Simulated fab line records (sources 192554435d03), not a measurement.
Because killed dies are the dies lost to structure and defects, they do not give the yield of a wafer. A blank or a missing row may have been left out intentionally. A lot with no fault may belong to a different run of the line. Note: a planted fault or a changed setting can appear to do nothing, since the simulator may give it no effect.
A single fault, viewed from 2 desks | flow n5_finfet | each desk holds nothing but its own numbers, with what lay behind them at the end

AT THE METROLOGY DESK
What the gauges read, lot by lot, whatever tool the lot ran on: means of the sampled wafers that have a number. The brackets show how far a lot's mean lies from the usual mean; more than 4 standard deviations puts the lot out of limits, marked OUT. Of its 11 readings 7 are shown: those that lie furthest out on some lot.
Columns: A = DIBL_P at N5_BEOL_M4_RC_MEAS_101, usual 35.4 mV/V; B = IOFF_N at N5_BEOL_M4_RC_MEAS_101, usual 0.152 nA/um; C = IOFF_P at N5_BEOL_M4_RC_MEAS_101, usual 0.20 nA/um; D = REXT_N at N5_BEOL_M4_RC_MEAS_101, usual 74.7 ohm.um; E = SS_P at N5_BEOL_M4_RC_MEAS_101, usual 73.1 mV/dec; F = VT_N at N5_BEOL_M4_RC_MEAS_101, usual 251 mV; G = VT_P at N5_BEOL_M4_RC_MEAS_101, usual -251 mV
lot  | first seen here | A    | B     | C    | D    | E    | F   | G
L590 | day 7 18:44     | 38.0 | 0.173 | 0.24 | 75.2 | 73.9 | 248 | -246
L592 | day 8 11:07     | 35.2 | 0.167 | 0.24 | 75.0 | 73.6 | 250 | -247
L593 | day 8 13:11     | 35.3 | 0.146 | 0.17 | 74.4 | 72.6 | 252 | -253
L596 | day 9 08:35     | 36.6 | 0.159 | 0.23 | 71.7 | 72.6 | 248 | -247
L597 | day 9 17:50     | 36.3 | 0.157 | 0.20 | 74.8 | 73.0 | 248 | -250
L598 | day 10 02:28    | 33.0 | 0.119 | 0.17 | 73.5 | 72.5 | 255 | -254
L599 | day 10 03:15    | 35.6 | 0.152 | 0.20 | 77.1 | 73.2 | 251 | -249
L600 | day 10 11:20    | 36.3 | 0.158 | 0.23 | 75.2 | 73.6 | 250 | -247
L606 | day 11 21:49    | 33.7 | 0.146 | 0.17 | 70.8 | 72.6 | 253 | -251
L613 | day 14 06:29    | 33.5 | 0.119 | 0.19 | 71.5 | 72.8 | 255 | -251
This desk found nothing out of limits on any of the 10 lots.

AT THE TOOL OWNER'S DESK: epi_rpcvd-01
The tool's own readings at N5_SD_EPI_N_VAPOR_ETCH_50 (etches Si in HCl, time 54 s): means of the sampled wafers that have a number, for each lot that ran on this tool. The brackets show how far a lot's mean lies from the usual mean; more than 4 standard deviations puts the lot out of limits, marked OUT.
Columns: A = throttle_valve_pct at N5_SD_EPI_N_VAPOR_ETCH_50, usual 11.84 %
lot  | first seen here | A
L597 | day 4 22:02     | 11.79
L599 | day 5 08:28     | 11.87
L606 | day 7 02:04     | 11.88
This desk found nothing out of limits on any of the 3 lots.

ALL TOGETHER
The metrology desk saw nothing out of limits.
The tool owner's desk saw nothing out of limits.

WHAT THE SIMULATOR PUT IN
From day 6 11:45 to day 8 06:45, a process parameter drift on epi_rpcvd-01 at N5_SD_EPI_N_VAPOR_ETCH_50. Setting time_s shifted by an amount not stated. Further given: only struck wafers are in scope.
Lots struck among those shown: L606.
